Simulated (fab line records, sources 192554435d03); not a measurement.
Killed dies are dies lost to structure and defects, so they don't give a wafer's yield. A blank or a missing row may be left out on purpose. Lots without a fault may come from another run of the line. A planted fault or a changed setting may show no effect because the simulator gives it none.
Chamber matching | flow n5_finfet | N5_GATE_CUT_HM_DEP_46 on pecvd-02: 3 sister chambers
The step deposits SiO2 from TEOS/O2, target thk 130 nm, time 26.6 s. 3 wafers are shown with their chamber, then 12 later ones without.

WAFERS WITH THEIR CHAMBER
wafer  | chamber | throttle_valve_pct (%)
L085.4 | 0       | 19.9
L085.5 | 1       | 20.5
L085.6 | 2       | 18.4

WAFERS WITHOUT THEIR CHAMBER
wafer  | throttle_valve_pct (%)
L088.1 | 21.0
L088.4 | 20.9
L088.5 | 18.8
L090.1 | 18.8
L090.2 | 21.0
L090.3 | 19.8
L090.4 | 20.9
L090.5 | 19.6
L090.6 | 18.8
L093.3 | 19.9
L093.4 | 18.9
L093.6 | 20.8

WHICH CHAMBER EACH WENT THROUGH
wafer  | from the rows above     | in truth
L088.1 | can't be placed: 1 or 0 | 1
L088.4 | can't be placed: 1 or 0 | 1
L088.5 | can't be placed: 2 or 0 | 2
L090.1 | can't be placed: 2 or 0 | 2
L090.2 | can't be placed: 1 or 0 | 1
L090.3 | can't be placed: 0 or 1 | 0
L090.4 | can't be placed: 1 or 0 | 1
L090.5 | can't be placed: 0 or 1 | 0
L090.6 | can't be placed: 2 or 0 | 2
L093.3 | can't be placed: 0 or 1 | 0
L093.4 | can't be placed: 2 or 0 | 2
L093.6 | can't be placed: 1 or 0 | 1
Placed correctly: 0 of 12. Can't be placed from these rows: 12 (the true chamber is among the candidates in 12). Placed wrongly: 0.
How it was worked out, from the rows above alone: a wafer's distance from a chamber is the root of the sum, over the readings, of the square of ((its reading less the chamber's mean) divided by the reading's scatter). The wafer belongs to the nearest chamber; if the next one is less than 2 further off, it can't be placed. A chamber's mean is the mean of its shown wafers. The scatter: with one shown wafer a chamber, the root of the mean of the squares of how far each hidden wafer lies from its nearest shown one.
